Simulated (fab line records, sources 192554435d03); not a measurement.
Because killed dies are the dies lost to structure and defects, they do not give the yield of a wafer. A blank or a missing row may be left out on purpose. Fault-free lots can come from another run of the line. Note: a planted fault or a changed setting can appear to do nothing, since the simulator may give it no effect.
fab line records    flow n5_finfet
record: lots: 7  wafers: 21
route steps=1938 shown BEOL_M0_SAQP@647 BEOL_M0@726 BEOL_M2@890 BEOL_M3@941 BEOL_M4@1025 BEOL_M5@1120 BEOL_M7@1308
start_h: the number of hours between the record's first day and the start of the first shown wafer of the lot    wait_h: hours from the lot's prior step to this one    " same as the row above    L1.1+2: a single row standing in for several wafers    - either no value or no given start    * or withheld: withheld    < > ~ a bound
route shown NAME@n: a module of which the file shows steps, and the number in the route of the first    usual: mean/standard deviation taken from wafers without a fault    same: alike in all rows    chamber/n: place in a boat    sites: the reading at each site    _std_site: the standard deviation of these    _edge_site: inner sites' mean taken away from outer sites' mean    radius_mm: for every site, how far away it sits from the centre of the wafer    mask NAME#n: copy n    behind: the tool/chamber that last shaped the wafer    hold: why the lot was held/for how many hours/how that ended    device: which transistor (n, p or np) failed to switch    end of line: at the end of the route, the tests of the same wafers    where a step has no rows: the recipe by itself    killed: at the first sort, the dies lost to defects and structure; wafer yield is something else    map: dies across one wafer; x = killed, . = not, _ = none there
set.NAME: setting as actually run; set.NAME@STEP: the setting as run at that earlier step    model.NAME: the simulator's own value behind a step, which no gauge read
lots run with intentionally changed settings; tables by step, rows by wafer
== steps ==
step: N5_BEOL_M0_SAQP_PEB_12
recipe: peb_temp_c: withheld  peb_time_s: 60  resist: CAR-ArF
lot.wafer   tool            chamber  start_h  wait_h  set.peb_time_s
L074.1+3+5  litho_track-02  0        109.67   0.1     60
L077.3+4+6  litho_track-04  0        142.81   0.0     60
L080.2+4+6  litho_track-01  0        146.16   0.0     60
L082.1+2    litho_track-04  0        155.00   0.1     64.98
L082.6      "               0        "        "       60
L084.2      litho_track-02  0        167.76   0.0     60
L084.4+6    "               0        "        "       49.28
L091.2+3+4  litho_track-01  0        206.88   0.0     60
L094.1      litho_track-04  0        231.97   0.1     60
L094.2+3    "               0        "        "       68.89
step: N5_BEOL_M0_SAQP_DEVELOP_13
recipe: develop_time_s: 30  developer: TMAH  resist: CAR-ArF  dev_temp_c: 23  rinse_liquid: diw  dry: air_spin
step: N5_BEOL_M0_SAQP_CD_MEAS_14
recipe: target_cd_nm: 42.5  landing_energy_ev: 500  detector: se_inlens
usual: cd_nm: 42.4/0.35
lot.wafer  tool       chamber  start_h  wait_h  set.peb_time_s@BEOL_M0_SAQP_PEB_12  cd_nm
L074.1     cd_sem-03  0        109.74   -       60                                  42.5
L074.3     "          0        "        "       60                                  42.2
L074.5     "          0        "        "       60                                  42.3
L077.3     cd_sem-03  0        142.88   -       60                                  42.5
L077.4     "          0        "        "       60                                  43.0
L077.6     "          0        "        "       60                                  42.1
L080.2     cd_sem-03  0        146.23   -       60                                  42.2
L080.4     "          0        "        "       60                                  42.0
L080.6     "          0        "        "       60                                  43.1
L082.1     cd_sem-02  0        155.06   -       64.98                               40.9
L082.2     "          0        "        "       64.98                               40.9
L082.6     "          0        "        "       60                                  42.4
L084.2     cd_sem-01  0        167.83   -       60                                  42.6
L084.4     "          0        "        "       49.28                               45.5
L084.6     "          0        "        "       49.28                               45.5
L091.2     cd_sem-01  0        206.95   -       60                                  42.7
L091.3     "          0        "        "       60                                  42.9
L091.4     "          0        "        "       60                                  42.6
L094.1     cd_sem-02  0        232.04   -       60                                  42.0
L094.2     "          0        "        "       68.89                               40.3
L094.3     "          0        "        "       68.89                               40.1
step: N5_BEOL_M0_SAQP_ETCH_101
recipe: chemistry: CH3F/O2  target: SiNx  mask_material: SiO2  target_depth_a: 299  time_s: 42.7  pressure_mtorr: 30  source_w: 395  bias_w: 73  Ar_flow_sccm: 150  CH3F_flow_sccm: 30  O2_flow_sccm: 20  ion_energy_ev: 120
step: N5_BEOL_M0_SAQP_ETCH_102
recipe: chemistry: CF4  target: SiO2  target_depth_a: 40  ion_energy_ev: 350  time_s: 4.4  pressure_mtorr: 10  icp_w: 800  bias_w: 400  cf4_flow_sccm: 80
step: N5_BEOL_M0_SAQP_MANDREL_ETCH_103
recipe: chemistry: HBr/Cl2  target: a-Si  target_depth_a: 450  bt_time_s: 10  stop_on: SiCN  mask_material: SiO2  over_etch_frac: 0.8  time_s: 27  pressure_mtorr: 10  icp_w: 800  bias_w: 75  HBr_flow_sccm: 150  Cl2_flow_sccm: 80  ends: end_point
usual: oes_product_au: 0.680/0.011
lot.wafer  tool       chamber  start_h  wait_h  set.time_s@BEOL_M0_SAQP_PECVD_96  oes_product_au  model.etch.depth_nm
L074.1     rie_si-01  1        111.72   0.0     45.2                              0.681           43.92
L074.3     "          0        "        "       45.2                              0.673           44.39
L074.5     "          1        "        "       42.1                              0.657           41.65
L077.3     rie_si-02  1        145.86   0.0     45.2                              0.686           45.19
L077.4     "          0        "        "       45.2                              0.685           45.32
L077.6     "          3        "        "       45.2                              0.680           46.08
L080.2     rie_si-06  1        148.72   0.0     45.2                              0.676           44.94
L080.4     "          0        "        "       45.2                              0.698           45.2
L080.6     "          0        "        "       45.2                              0.696           45.82
L082.1     rie_si-06  1        157.00   0.0     45.2                              0.684           45.09
L082.2     "          2        "        "       51.37                             0.732           50.66
L082.6     "          3        "        "       45.2                              0.691           45.58
L084.2     rie_si-01  2        169.66   0.0     45.2                              0.678           44.74
L084.4     "          1        "        "       50.16                             0.739           51.1
L084.6     "          3        "        "       45.2                              0.685           45.42
L091.2     rie_si-02  0        210.14   0.0     45.2                              0.669           44.33
L091.3     "          2        "        "       45.2                              0.670           45.14
L091.4     "          3        "        "       42.55                             0.647           43.08
L094.1     rie_si-01  3        233.88   0.0     47.86                             0.709           48.03
L094.2     "          2        "        "       47.86                             0.698           47.38
L094.3     "          1        "        "       45.2                              0.670           43.66
step: N5_BEOL_M0_ETCH_109
recipe: chemistry: CH3F/O2  target_depth_a: 80  overetch_a: 24  target: SiCN  time_s: 27.4  ion_energy_ev: 120  pressure_mtorr: 30  source_w: 395  bias_w: 75  Ar_flow_sccm: 150  CH3F_flow_sccm: 30  O2_flow_sccm: 20
usual: rf_vpp_V: 296.9/1.4
lot.wafer  tool         chamber  start_h  wait_h  set.bias_w  rf_vpp_V
L074.1     rie_diel-05  1        118.24   0.0     81.83       314.6
L074.3     "            3        "        "       75          297.5
L074.5     "            2        "        "       81.83       314.6
L077.3     rie_diel-06  1        151.84   0.4     75          298.4
L077.4     "            3        "        "       75          296.8
L077.6     "            1        "        "       70.56       286.5
L080.2     rie_diel-03  2        154.48   0.0     75          294.6
L080.4     "            0        "        "       75          295.7
L080.6     "            3        "        "       75          296.1
L082.1     rie_diel-03  0        161.69   0.0     75          295.2
L082.2     "            2        "        "       75          295.3
L082.6     "            0        "        "       80.26       308.8
L084.2     rie_diel-03  2        174.55   0.0     75          296.1
L084.4     "            1        "        "       75          298.4
L084.6     "            1        "        "       75          297.6
L091.2     rie_diel-03  1        215.99   0.0     75          297.3
L091.3     "            3        "        "       67.52       279.1
L091.4     "            2        "        "       75          295.8
L094.1     rie_diel-05  0        239.29   0.0     75          297.9
L094.2     "            2        "        "       75          298.7
L094.3     "            1        "        "       65.75       272.8
step: N5_BEOL_M2_TRENCH_ETCH_37
recipe: chemistry: C4F6/O2  target_depth_a: 555.55  target: SiOC  time_s: 29.2  ion_energy_ev: 250  pressure_mtorr: 30  source_w: 355  bias_w: 185  Ar_flow_sccm: 300  C4F6_flow_sccm: 10  O2_flow_sccm: 10
usual: rf_vpp_V: 667/12
lot.wafer  tool         chamber  start_h  wait_h  set.bias_w  rf_vpp_V
L074.1     rie_diel-06  3        -        -       185         664
L074.3     "            2        "        "       212.8       722
L074.5     "            0        "        "       212.8       762
L077.3     rie_diel-05  1        -        -       200.1       707
L077.4     "            3        "        "       200.1       720
L077.6     "            3        "        "       200.1       721
L080.2     rie_diel-06  1        -        -       185         662
L080.4     "            3        "        "       185         666
L080.6     "            1        "        "       185         662
L082.1     rie_diel-06  1        -        -       185         660
L082.2     "            0        "        "       198.2       723
L082.6     "            3        "        "       198.2       701
L084.2     rie_diel-05  0        -        -       154.6       557
L084.4     "            1        "        "       185         664
L084.6     "            0        "        "       154.6       558
L091.2     rie_diel-05  1        -        -       185         665
L091.3     "            3        "        "       173.5       644
L091.4     "            0        "        "       173.5       610
L094.1     rie_diel-06  1        -        -       185         661
L094.2     "            3        "        "       185         664
L094.3     "            0        "        "       185         683
step: N5_BEOL_M3_EXPOSE_08
recipe: mask_id: M3  na: 0.33  source_shape: dipole  sigma_inner: 0.369  sigma_outer: 0.767  polarization: unpolarized  dose_mj: 33
lot.wafer   tool            chamber  start_h  wait_h  mask  set.dose_mj
L074.1+5    euv_scanner-02  0        141.93   -       M3#0  33
L074.3      "               0        "        "       M3#0  31.86
L077.3+4    euv_scanner-01  0        175.72   -       M3#0  33
L077.6      "               0        "        "       M3#0  35.14
L080.2+4+6  euv_scanner-02  0        186.18   -       M3#0  33
L082.1+6    euv_scanner-02  0        188.39   -       M3#0  34.3
L082.2      "               0        "        "       M3#0  33
L084.2+4    euv_scanner-02  0        195.47   -       M3#0  34.72
L084.6      "               0        "        "       M3#0  33
L091.2+4    euv_scanner-01  0        239.72   -       M3#0  33.93
L091.3      "               0        "        "       M3#0  33
L094.1+2+3  euv_scanner-02  0        266.51   -       M3#0  33
step: N5_BEOL_M3_PEB_09
recipe: peb_temp_c: 100  peb_time_s: 60  resist: CAR-EUV
step: N5_BEOL_M3_DEVELOP_10
recipe: develop_time_s: 30  developer: TMAH  resist: CAR-EUV  rinse_liquid: surfactant_rinse  dry: air_spin  dev_temp_c: 23
step: N5_BEOL_M3_CD_MEAS_11
recipe: target_cd_nm: 17.05  landing_energy_ev: 500  detector: se_inlens  polarity: opening
usual: cd_nm: 17.06/0.23
lot.wafer  tool       chamber  start_h  wait_h  set.dose_mj@BEOL_M3_EXPOSE_08  cd_nm
L074.1     cd_sem-02  0        142.05   -       33                             17.24
L074.3     "          0        "        "       31.86                          16.28
L074.5     "          0        "        "       33                             17.40
L077.3     cd_sem-02  0        175.84   -       33                             17.00
L077.4     "          0        "        "       33                             16.61
L077.6     "          0        "        "       35.14                          18.28
L080.2     cd_sem-02  0        186.30   -       33                             17.29
L080.4     "          0        "        "       33                             17.73
L080.6     "          0        "        "       33                             17.28
L082.1     cd_sem-02  0        188.52   -       34.3                           17.72
L082.2     "          0        "        "       33                             16.88
L082.6     "          0        "        "       34.3                           18.23
L084.2     cd_sem-01  0        195.59   -       34.72                          18.27
L084.4     "          0        "        "       34.72                          17.89
L084.6     "          0        "        "       33                             17.00
L091.2     cd_sem-02  0        239.84   -       33.93                          17.76
L091.3     "          0        "        "       33                             17.34
L091.4     "          0        "        "       33.93                          18.08
L094.1     cd_sem-02  0        266.64   -       33                             17.37
L094.2     "          0        "        "       33                             17.25
L094.3     "          0        "        "       33                             17.22
step: N5_BEOL_M3_DESCUM_16
recipe: chemistry: O2  time_s: 7  source_power_w: 50  bias_power_w: 20  pressure_mtorr: 20  rf_frequency_hz: 2.712e+07  temp_c: 40  resist: CAR-EUV  o2_flow_sccm: 225
step: N5_BEOL_M3_ETCH_74
recipe: chemistry: N2/H2  target: underlayer  target_depth_a: 65  mask_material: CAR-EUV  time_s: 5.2  ion_energy_ev: 200  pressure_mtorr: 30  source_w: 840  bias_w: 150  n2_flow_sccm: 200  h2_flow_sccm: 200  ends: cleared
lot.wafer  tool         chamber  start_h  wait_h  set.dose_mj@BEOL_M3_EXPOSE_08  model.BEOL_M3.cd_offset_nm
L074.1+5   rie_diel-02  0,1      142.50   0.0     33                             0.2
L074.3     "            1        "        "       31.86                          -0.8
L077.3     rie_diel-04  0        176.03   0.0     33                             0
L077.4     "            2        "        "       33                             -0.2
L077.6     "            1        "        "       35.14                          1.2
L080.2     rie_diel-02  3        186.46   0.0     33                             0.6
L080.4     "            1        "        "       33                             0
L080.6     "            2        "        "       33                             0.2
L082.1     rie_diel-04  0        188.68   0.0     34.3                           1
L082.2     "            2        "        "       33                             0.2
L082.6     "            0        "        "       34.3                           0.8
L084.2     rie_diel-04  2        195.75   0.0     34.72                          1.2
L084.4     "            1        "        "       34.72                          0.8
L084.6     "            3        "        "       33                             0
L091.2     rie_diel-02  1        240.00   0.0     33.93                          0.6
L091.3     "            0        "        "       33                             0.2
L091.4     "            3        "        "       33.93                          1
L094.1+2   rie_diel-01  1,0      266.97   0.0     33                             0
L094.3     "            3        "        "       33                             -0.2
step: N5_BEOL_M3_ETCH_63
recipe: chemistry: CF4  target: SiARC  target_depth_a: 156  mask_material: CAR-EUV  time_s: 26  ion_energy_ev: 80  pressure_mtorr: 40  source_w: 545  bias_w: 36  Ar_flow_sccm: 100  cf4_flow_sccm: 100  ends: cleared
lot.wafer   tool         chamber  start_h  wait_h  set.dose_mj@BEOL_M3_EXPOSE_08  model.BEOL_M3.cd_offset_nm
L074.1+5    rie_diel-02  0,1      142.52   0.0     33                             0
L074.3      "            1        "        "       31.86                          -0.8
L077.3+4    rie_diel-04  0,2      176.04   0.0     33                             0
L077.6      "            1        "        "       35.14                          1.4
L080.2      rie_diel-02  3        186.48   0.0     33                             0.8
L080.4      "            1        "        "       33                             0
L080.6      "            2        "        "       33                             0.2
L082.1+6    rie_diel-04  0        188.69   0.0     34.3                           1
L082.2      "            2        "        "       33                             0.4
L084.2      rie_diel-04  2        195.77   0.0     34.72                          1.2
L084.4      "            1        "        "       34.72                          0.8
L084.6      "            3        "        "       33                             0.2
L091.2      rie_diel-02  1        240.01   0.0     33.93                          0.6
L091.3      "            0        "        "       33                             0.2
L091.4      "            3        "        "       33.93                          1.2
L094.1+2+3  rie_diel-01  1,0,3    266.99   0.0     33                             0
step: N5_BEOL_M4_COAT_61
recipe: resist: SOC  temp_c: 250  time_s: 60  spin_rpm: 1500  resist_thk_nm: 60
lot.wafer  tool            chamber  start_h  wait_h  set.spin_rpm  model.SOC_of_BEOL_M4_COAT_61.thk_nm
L074.1     litho_track-02  0        151.54   0.1     1409          61.8
L074.3     "               0        "        "       1409          61.6
L074.5     "               0        "        "       1500          59.6
L077.3     litho_track-04  0        185.95   0.1     1543          59.2
L077.4     "               0        "        "       1500          59.8
L077.6     "               0        "        "       1500          60.2
L080.2+4   litho_track-02  0        195.00   0.1     1500          60.2
L080.6     "               0        "        "       1500          60
L082.1     litho_track-02  0        196.18   0.1     1500          60.2
L082.2     "               0        "        "       1500          60
L082.6     "               0        "        "       1640          57.4
L084.2     litho_track-04  0        203.58   0.1     1500          59.8
L084.4     "               0        "        "       1421          61.8
L084.6     "               0        "        "       1421          61.6
L091.2     litho_track-02  0        250.49   0.1     1500          60
L091.3     "               0        "        "       1500          60.2
L091.4     "               0        "        "       1646          57.4
L094.1     litho_track-02  0        274.71   0.1     1500          59.8
L094.2     "               0        "        "       1359          63.2
L094.3     "               0        "        "       1359          63
step: N5_BEOL_M4_DESCUM_16
recipe: chemistry: O2  time_s: 7  source_power_w: 50  bias_power_w: 20  pressure_mtorr: 20  rf_frequency_hz: 2.712e+07  temp_c: 40  resist: CAR-EUV  o2_flow_sccm: 225
lot.wafer   tool         chamber  start_h  wait_h  set.time_s  model.CAR-EUV_of_BEOL_M4_COAT_05.thk_nm
L074.1      rie_diel-03  0        152.20   0.2     7           26.2
L074.3      "            2        "        "       7           26
L074.5      "            3        "        "       7.881       25.6
L077.3+6    rie_diel-06  1,2      186.54   0.1     7           26.2
L077.4      "            2        "        "       5.656       26.8
L080.2      rie_diel-03  3        195.52   0.0     7           26.2
L080.4+6    "            2        "        "       7           26
L082.1+2+6  rie_diel-05  3,1,3    196.70   0.0     7           26
L084.2      rie_diel-06  3        203.98   0.0     7           26.2
L084.4+6    "            2,3      "        "       7.398       26
L091.2+3    rie_diel-05  1,2      251.13   0.3     5.595       26.8
L091.4      "            2        "        "       7           26
L094.1      rie_diel-03  0        275.22   0.0     7.413       26
L094.2      "            2        "        "       7           26
L094.3      "            3        "        "       7           26.2
step: N5_BEOL_M4_ETCH_74
recipe: chemistry: N2/H2  target: underlayer  target_depth_a: 65  mask_material: CAR-EUV  time_s: 5.2  ion_energy_ev: 200  pressure_mtorr: 30  source_w: 840  bias_w: 150  n2_flow_sccm: 200  h2_flow_sccm: 200  ends: cleared
lot.wafer  tool         chamber  start_h  wait_h  set.time_s@BEOL_M4_DESCUM_16  model.CAR-EUV_of_BEOL_M4_COAT_05.thk_nm
L074.1     rie_diel-03  0        152.23   0.0     7                             20.4
L074.3     "            2        "        "       7                             20.2
L074.5     "            3        "        "       7.881                         19.8
L077.3+6   rie_diel-06  1,2      186.58   0.0     7                             20.4
L077.4     "            2        "        "       5.656                         21
L080.2     rie_diel-03  3        195.55   0.0     7                             20.4
L080.4+6   "            2        "        "       7                             20.2
L082.1+6   rie_diel-05  3        196.73   0.0     7                             20.4
L082.2     "            1        "        "       7                             20.2
L084.2     rie_diel-06  3        204.01   0.0     7                             20.4
L084.4+6   "            2,3      "        "       7.398                         20.2
L091.2+3   rie_diel-05  1,2      251.16   0.0     5.595                         21
L091.4     "            2        "        "       7                             20.4
L094.1     rie_diel-03  0        275.26   0.0     7.413                         20.2
L094.2     "            2        "        "       7                             20.2
L094.3     "            3        "        "       7                             20.6
step: N5_BEOL_M4_ETCH_63
recipe: chemistry: CF4  target: SiARC  target_depth_a: 156  mask_material: CAR-EUV  time_s: 26  ion_energy_ev: 80  pressure_mtorr: 40  source_w: 545  bias_w: 36  Ar_flow_sccm: 100  cf4_flow_sccm: 100  ends: cleared
step: N5_BEOL_M4_ETCH_64
recipe: chemistry: N2/H2  target: SOC  target_depth_a: 750  overetch_a: 225  mask_material: SiARC  temp_c: 40  time_s: 121.9  ion_energy_ev: 200  pressure_mtorr: 30  source_w: 840  bias_w: 150  n2_flow_sccm: 200  h2_flow_sccm: 200
lot.wafer  tool         chamber  start_h  wait_h  set.spin_rpm@BEOL_M4_COAT_61  model.etch.depth_nm
L074.1     rie_diel-03  0        152.28   0.0     1409                          61.71
L074.3     "            2        "        "       1409                          61.62
L074.5     "            3        "        "       1500                          59.61
L077.3     rie_diel-06  1        186.62   0.0     1543                          59.2
L077.4     "            2        "        "       1500                          59.82
L077.6     "            2        "        "       1500                          60.13
L080.2     rie_diel-03  3        195.60   0.0     1500                          60.17
L080.4     "            2        "        "       1500                          60.14
L080.6     "            2        "        "       1500                          60.05
L082.1     rie_diel-05  3        196.78   0.0     1500                          60.11
L082.2     "            1        "        "       1500                          60.03
L082.6     "            3        "        "       1640                          57.48
L084.2     rie_diel-06  3        204.06   0.0     1500                          59.83
L084.4     "            2        "        "       1421                          61.77
L084.6     "            3        "        "       1421                          61.57
L091.2     rie_diel-05  1        251.21   0.0     1500                          60.05
L091.3     "            2        "        "       1500                          60.2
L091.4     "            2        "        "       1646                          57.37
L094.1     rie_diel-03  0        275.30   0.0     1500                          59.86
L094.2     "            2        "        "       1359                          63.25
L094.3     "            3        "        "       1359                          63
step: N5_BEOL_M5_COAT_05
recipe: resist: CAR-EUV  spin_rpm: 1500  resist_thk_nm: 30
lot.wafer   tool            chamber  start_h  wait_h  set.spin_rpm  model.CAR-EUV_of_BEOL_M5_COAT_05.thk_nm
L074.1+3    litho_track-03  0        -        -       1435          30.6
L074.5      "               0        "        "       1500          30
L077.3+4+6  litho_track-03  0        -        -       1500          30
L080.2+4+6  litho_track-02  0        -        -       1500          30
L082.1+2    litho_track-02  0        -        -       1589          29.2
L082.6      "               0        "        "       1500          30
L084.2+6    litho_track-02  0        -        -       1657          28.8
L084.4      "               0        "        "       1500          30.2
L091.2      litho_track-05  0        -        -       1550          29.4
L091.3      "               0        "        "       1500          30
L091.4      "               0        "        "       1500          29.8
L094.1      litho_track-03  0        -        -       1500          30.2
L094.2      "               0        "        "       1393          31.2
L094.3      "               0        "        "       1500          30
step: N5_BEOL_M5_EBR_07
recipe: solvent: PGMEA  ebr_width_mm: 1.5
step: N5_BEOL_M5_SOFTBAKE_06
recipe: temp_c: 110  time_s: 60  resist: CAR-EUV
step: N5_BEOL_M5_EXPOSE_08
recipe: mask_id: M5  na: 0.33  source_shape: annular  sigma_inner: 0.4  sigma_outer: 0.8  polarization: unpolarized  target_cd_nm: 28  dose_mj: 35.75
step: N5_BEOL_M5_PEB_09
recipe: peb_temp_c: 100  peb_time_s: 60  resist: CAR-EUV
step: N5_BEOL_M5_DEVELOP_10
recipe: develop_time_s: 30  developer: TMAH  resist: CAR-EUV  rinse_liquid: surfactant_rinse  dry: air_spin  dev_temp_c: 23
lot.wafer  tool            chamber  start_h  wait_h  set.spin_rpm@BEOL_M5_COAT_05  model.CAR-EUV_of_BEOL_M5_COAT_05.thk_nm
L074.1+3   litho_track-05  0        -        -       1435                          30.2
L074.5     "               0        "        "       1500                          29.6
L077.3+6   litho_track-02  0        -        -       1500                          29.6
L077.4     "               0        "        "       1500                          29.4
L080.2+6   litho_track-05  0        -        -       1500                          29.6
L080.4     "               0        "        "       1500                          29.4
L082.1+2   litho_track-05  0        -        -       1589                          28.8
L082.6     "               0        "        "       1500                          29.6
L084.2     litho_track-03  0        -        -       1657                          28.4
L084.4     "               0        "        "       1500                          29.8
L084.6     "               0        "        "       1657                          28.2
L091.2     litho_track-05  0        -        -       1550                          29
L091.3     "               0        "        "       1500                          29.6
L091.4     "               0        "        "       1500                          29.4
L094.1+3   litho_track-03  0        -        -       1500                          29.6
L094.2     "               0        "        "       1393                          30.8
step: N5_BEOL_M7_TRENCH_ETCH_37
recipe: chemistry: C4F6/O2  target_depth_a: 934.78  target: SiCOH_lowk  time_s: 31.2  ion_energy_ev: 250  pressure_mtorr: 30  source_w: 345  bias_w: 185  Ar_flow_sccm: 300  C4F6_flow_sccm: 10  O2_flow_sccm: 10
lot.wafer  tool         chamber  start_h  wait_h  set.time_s  model.BEOL_M7.feature_depth_nm  model.etch.depth_nm
L074.1     rie_diel-01  3        -        -       26.41       79.8                            79.79
L074.3     "            1        "        "       26.41       82.8                            82.9
L074.5     "            2        "        "       26.41       78.2                            78.14
L077.3     rie_diel-04  1        -        -       31.2        96.4                            96.46
L077.4     "            2        "        "       31.2        96.6                            96.52
L077.6     "            3        "        "       36.43       106.2                           106.2
L080.2     rie_diel-04  3        -        -       31.2        91.4                            91.35
L080.4     "            1        "        "       31.2        96.2                            96.23
L080.6     "            0        "        "       31.2        95.8                            95.88
L082.1     rie_diel-01  2        -        -       31.2        91.2                            91.24
L082.2     "            1        "        "       31.2        97.4                            97.34
L082.6     "            1        "        "       29.19       91.4                            91.37
L084.2     rie_diel-04  2        -        -       31.2        96.2                            96.17
L084.4     "            3        "        "       31.2        91.4                            91.4
L084.6     "            0        "        "       25.4        77.2                            77.3
L091.2     rie_diel-04  1        -        -       31.2        95.4                            95.42
L091.3     "            2        "        "       31.2        94.8                            94.82
L091.4     "            3        "        "       31.2        90.8                            90.84
L094.1     rie_diel-04  2        -        -       32.98       101.6                           101.6
L094.2     "            1        "        "       31.2        95.6                            95.69
L094.3     "            0        "        "       32.98       100.6                           100.6
== key ==
split: step: N5_BEOL_M0_SAQP_PEB_12  setting: peb_time_s  stated: 60  by: wafer
response: step: N5_BEOL_M0_SAQP_CD_MEAS_14  reading: cd_nm  change: -0.15  per: 1%  r: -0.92
split: step: N5_BEOL_M0_ETCH_109  setting: bias_w  stated: 75  by: wafer
response: step: N5_BEOL_M0_ETCH_109  reading: rf_vpp_V  change: +1.92  per: 1%  r: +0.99
split: step: N5_BEOL_M2_TRENCH_ETCH_37  setting: bias_w  stated: 185  by: wafer
response: step: N5_BEOL_M2_TRENCH_ETCH_37  reading: rf_vpp_V  change: +6.03  per: 1%  r: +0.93
split: step: N5_BEOL_M3_EXPOSE_08  setting: dose_mj  stated: 33  by: wafer
response: step: N5_BEOL_M3_CD_MEAS_11  reading: cd_nm  change: +0.237  per: 1%  r: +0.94
response: step: N5_BEOL_M3_ETCH_74  reading: model.BEOL_M3.cd_offset_nm  change: +0.206  per: 1%  r: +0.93
response: step: N5_BEOL_M3_ETCH_63  reading: model.BEOL_M3.cd_offset_nm  change: +0.195  per: 1%  r: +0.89
split: step: N5_BEOL_M4_COAT_61  setting: spin_rpm  stated: 1500  by: wafer
response: step: N5_BEOL_M4_COAT_61  reading: model.SOC_of_BEOL_M4_COAT_61.thk_nm  change: -0.314  per: 1%  r: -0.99
response: step: N5_BEOL_M4_ETCH_64  reading: model.etch.depth_nm  change: -0.309  per: 1%  r: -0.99
split: step: N5_BEOL_M4_DESCUM_16  setting: time_s  stated: 7  by: wafer
response: step: N5_BEOL_M4_DESCUM_16  reading: model.CAR-EUV_of_BEOL_M4_COAT_05.thk_nm  change: -0.0357  per: 1%  r: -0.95
response: step: N5_BEOL_M4_ETCH_74  reading: model.CAR-EUV_of_BEOL_M4_COAT_05.thk_nm  change: -0.0323  per: 1%  r: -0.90
split: step: N5_BEOL_M5_COAT_05  setting: spin_rpm  stated: 1500  by: wafer
response: step: N5_BEOL_M5_COAT_05  reading: model.CAR-EUV_of_BEOL_M5_COAT_05.thk_nm  change: -0.14  per: 1%  r: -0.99
response: step: N5_BEOL_M5_DEVELOP_10  reading: model.CAR-EUV_of_BEOL_M5_COAT_05.thk_nm  change: -0.148  per: 1%  r: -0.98
split: step: N5_BEOL_M7_TRENCH_ETCH_37  setting: time_s  stated: 31.2  by: wafer
response: step: N5_BEOL_M7_TRENCH_ETCH_37  reading: model.BEOL_M7.feature_depth_nm  change: +0.744  per: 1%  r: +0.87
response: step: N5_BEOL_M7_TRENCH_ETCH_37  reading: model.etch.depth_nm  change: +0.74  per: 1%  r: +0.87
split outside_this_file step=N5_BEOL_M0_SAQP_PECVD_96 setting=time_s
split outside_this_file: this setting was split too, and the file shows its column; the key of that split is in another file
